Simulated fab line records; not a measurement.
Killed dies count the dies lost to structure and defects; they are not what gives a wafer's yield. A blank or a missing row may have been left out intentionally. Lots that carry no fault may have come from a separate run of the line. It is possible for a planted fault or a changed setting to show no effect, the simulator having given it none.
Chamber matching | flow nand harc | rie diel-04 running NHARC_A_STAIRCASE_TRIM_196: 4 sister chambers
The step chemistry O2, time 211.2 s. 14 wafers are shown with their chamber, then 7 later ones without.

EACH WAFER AND ITS CHAMBER
wafer  | chamber | drypump motor current A (A) | showerhead plenum p Torr (Torr) | run length s (s)
L116.3 | 3       | 6.2                         | 3.58                            | 232.3
L116.4 | 2       | 5.1                         | 3.36                            | 231.7
L116.5 | 0       | 5.6                         | 3.41                            | 233.0
L117.1 | 1       | 5.9                         | 3.47                            | 232.2
L117.2 | 0       | 5.6                         | 3.41                            | 233.2
L117.4 | 3       | 6.1                         | 3.58                            | 232.1
L119.1 | 2       | 5.1                         | 3.35                            | 231.7
L119.5 | 2       | 5.1                         | 3.35                            | 231.8
L119.6 | 3       | 6.2                         | 3.57                            | 232.0
L126.1 | 0       | 5.6                         | 3.39                            | 233.0
L126.3 | 1       | 5.9                         | 3.45                            | 232.3
L126.5 | 0       | 5.6                         | 3.39                            | 232.8
L128.1 | 0       | 5.7                         | 3.38                            | 233.0
L128.2 | 1       | 5.9                         | 3.45                            | 232.1

SIGNATURES, as means of the wafers listed above
reading                  | chamber 0 | chamber 1 | chamber 2 | chamber 3 | scatter within a chamber
drypump motor current A  | 5.620     | 5.900     | 5.100     | 6.167     | 0.0383
showerhead plenum p Torr | 3.3960    | 3.4567    | 3.3533    | 3.5767    | 0.0106
run length s             | 233.000   | 232.200   | 231.733   | 232.133   | 0.124
Rule: distance of a wafer from a chamber = root of the sum over the readings of ((wafer's reading minus chamber's mean) / reading's scatter) squared. If the next closest chamber is less than 2 further off than the closest, the wafer can't be placed; otherwise it belongs to the closest. How the scatter is found: for the shown wafers, subtract from each reading the mean of its chamber, square and add these, divide the total by (wafers less chambers), then take the root.

WAFERS WITHOUT THEIR CHAMBER
wafer  | drypump motor current A (A) | showerhead plenum p Torr (Torr) | run length s (s)
L128.5 | 5.8                         | 3.45                            | 232.1
L135.2 | 5.1                         | 3.32                            | 232.0
L135.3 | 5.6                         | 3.37                            | 232.8
L135.6 | 6.2                         | 3.55                            | 232.2
L138.1 | 5.9                         | 3.43                            | 232.7
L138.5 | 5.1                         | 3.32                            | 231.7
L138.6 | 6.2                         | 3.54                            | 232.1

WHICH CHAMBER EACH ONE RAN IN
wafer  | from the rows above | in truth
L128.5 | 1                   | 1
L135.2 | 2                   | 2
L135.3 | 0                   | 0
L135.6 | 3                   | 3
L138.1 | 1                   | 1
L138.5 | 2                   | 2
L138.6 | 3                   | 3
7 of 7 placed correctly. Can't be placed from these rows: 0. Number placed wrongly: 0.
